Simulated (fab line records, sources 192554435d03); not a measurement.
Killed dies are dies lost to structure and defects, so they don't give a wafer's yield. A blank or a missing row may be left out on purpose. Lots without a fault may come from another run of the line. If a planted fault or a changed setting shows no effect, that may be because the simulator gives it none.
Matching of chambers | flow n5_finfet | N5_FIN_SAQP_HM_OPEN_33 on rie_diel-03 has 4 sister chambers
The step chemistry CH3F/O2, target SiNx, target depth 49.4 nm, time 70.6 s. 4 wafers are shown with their chamber, then 8 later ones without.

== WAFERS PAIRED WITH THEIR CHAMBERS ==
wafer  | chamber | showerhead_plenum_p_Torr (Torr)
L089.1 | 1       | 1.95
L089.2 | 0       | 1.99
L089.4 | 3       | 1.93
L095.1 | 2       | 2.08

== WAFERS WITHOUT THEIR CHAMBER ==
wafer  | showerhead_plenum_p_Torr (Torr)
L095.2 | 1.94
L095.6 | 1.98
L096.1 | 2.08
L096.2 | 1.93
L096.5 | 1.98
L097.4 | 1.98
L097.5 | 1.94
L097.6 | 1.98

== THE CHAMBER EACH PASSED THROUGH ==
wafer  | from the rows above     | in truth
L095.2 | can't be placed: 1 or 3 | 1
L095.6 | 0                       | 0
L096.1 | 2                       | 2
L096.2 | 3                       | 3
L096.5 | 0                       | 0
L097.4 | 0                       | 0
L097.5 | can't be placed: 1 or 3 | 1
L097.6 | 0                       | 0
6 of 8 placed correctly. Not placeable from these rows: 2 (in 2, the candidates include the true chamber). Wrongly placed: 0.
How it was worked out, from the rows above alone: a wafer's distance from a chamber is the root of the sum, over the readings, of the square of ((its reading less the chamber's mean) divided by the reading's scatter). The wafer belongs to the nearest chamber; if the next one is less than 2 further off, it can't be placed. The mean given for a chamber averages the wafers shown for that chamber. The scatter: root of mean squared gap, hidden wafer to nearest shown wafer, with one shown wafer a chamber.
